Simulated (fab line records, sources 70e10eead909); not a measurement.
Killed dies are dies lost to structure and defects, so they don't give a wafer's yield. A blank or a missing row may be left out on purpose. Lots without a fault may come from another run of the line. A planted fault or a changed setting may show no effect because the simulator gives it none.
Chamber matching | flow nand_harc | NHARC_A_DECK1_JOINT_CMP_13 on cmp-01: 4 sister chambers
The step polishes, target thk 51.023 nm. 4 wafers are shown with their chamber, then 7 later ones without.

WAFERS WITH THEIR CHAMBER
wafer  | chamber | motor_current_A (A)
L084.3 | 2       | 13.0
L085.5 | 1       | 15.1
L091.1 | 0       | 13.4
L091.5 | 3       | 13.9

WAFERS WITHOUT THEIR CHAMBER
wafer  | motor_current_A (A)
L091.6 | 12.9
L092.2 | 13.6
L092.5 | 14.3
L092.6 | 13.1
L096.2 | 14.7
L096.4 | 13.9
L096.6 | 13.8

WHICH CHAMBER EACH WENT THROUGH
wafer  | from the rows above          | in truth
L091.6 | can't be placed: 2 or 0      | 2
L092.2 | can't be placed: 0 or 3 or 2 | 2
L092.5 | can't be placed: 3 or 1      | 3
L092.6 | can't be placed: 2 or 0      | 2
L096.2 | can't be placed: 1 or 3      | 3
L096.4 | 3                            | 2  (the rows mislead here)
L096.6 | can't be placed: 3 or 0      | 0
Placed correctly: 0 of 7. Can't be placed from these rows: 6 (the true chamber is among the candidates in 6). Placed wrongly: 1.
How it was worked out, from the rows above alone: a wafer's distance from a chamber is the root of the sum, over the readings, of the square of ((its reading less the chamber's mean) divided by the reading's scatter). The wafer belongs to the nearest chamber; if the next one is less than 2 further off, it can't be placed. A chamber's mean is the mean of its shown wafers. The scatter: with one shown wafer a chamber, the root of the mean of the squares of how far each hidden wafer lies from its nearest shown one.
